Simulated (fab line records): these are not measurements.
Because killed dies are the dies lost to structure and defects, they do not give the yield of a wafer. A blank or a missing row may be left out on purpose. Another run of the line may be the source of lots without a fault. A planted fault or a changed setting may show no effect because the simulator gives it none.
Chamber matching | flow nand-harc | NHARC_A_STAIRCASE_ETCH_253 on rie-diel-06 has 4 sister chambers
The step etches the open film in C4F8/O2, target depth 50 nm, time 20.2 s. 8 wafers are shown with their chamber, then 8 later ones without.

== WAFERS, EACH WITH ITS CHAMBER ==
wafer  | chamber | rf-vpp-V (V) | oes-product-au (a.u.)
L075.6 | 0       | 897          | 0.951
L078.6 | 0       | 897          | 0.978
L081.2 | 3       | 895          | 0.925
L081.5 | 2       | 896          | 0.922
L080.2 | 1       | 893          | 0.960
L080.3 | 3       | 895          | 0.940
L080.5 | 1       | 894          | 0.966
L086.3 | 2       | 896          | 0.969

== WAFERS MISSING THEIR CHAMBER ==
wafer  | rf-vpp-V (V) | oes-product-au (a.u.)
L086.4 | 894          | 0.966
L086.6 | 896          | 0.949
L093.2 | 893          | 0.922
L093.3 | 897          | 0.914
L093.5 | 892          | 0.929
L094.1 | 897          | 0.948
L094.4 | 893          | 0.953
L094.5 | 895          | 0.936

== WHICH CHAMBER EACH ONE RAN IN ==
wafer  | from the rows above     | in truth
L086.4 | can't be placed: 1 or 3 | 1
L086.6 | 2                       | 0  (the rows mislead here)
L093.2 | 1                       | 1
L093.3 | can't be placed: 0 or 2 | 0
L093.5 | 1                       | 1
L094.1 | 0                       | 0
L094.4 | 1                       | 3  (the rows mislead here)
L094.5 | 3                       | 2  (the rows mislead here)
Correctly placed: 3 of 8. Not placeable from these rows: 2 (in 2, the candidates include the true chamber). Placed wrongly: 3.
How it was worked out, from the rows above alone: a wafer's distance from a chamber is the root of the sum, over the readings, of the square of ((its reading less the chamber's mean) divided by the reading's scatter). The wafer belongs to the nearest chamber; if the next one is less than 2 further off, it can't be placed. The mean given for a chamber averages the wafers shown for that chamber. The scatter: the root of (the sum of the squares of (reading less its chamber's mean) over the shown wafers, divided by (wafers less chambers)).
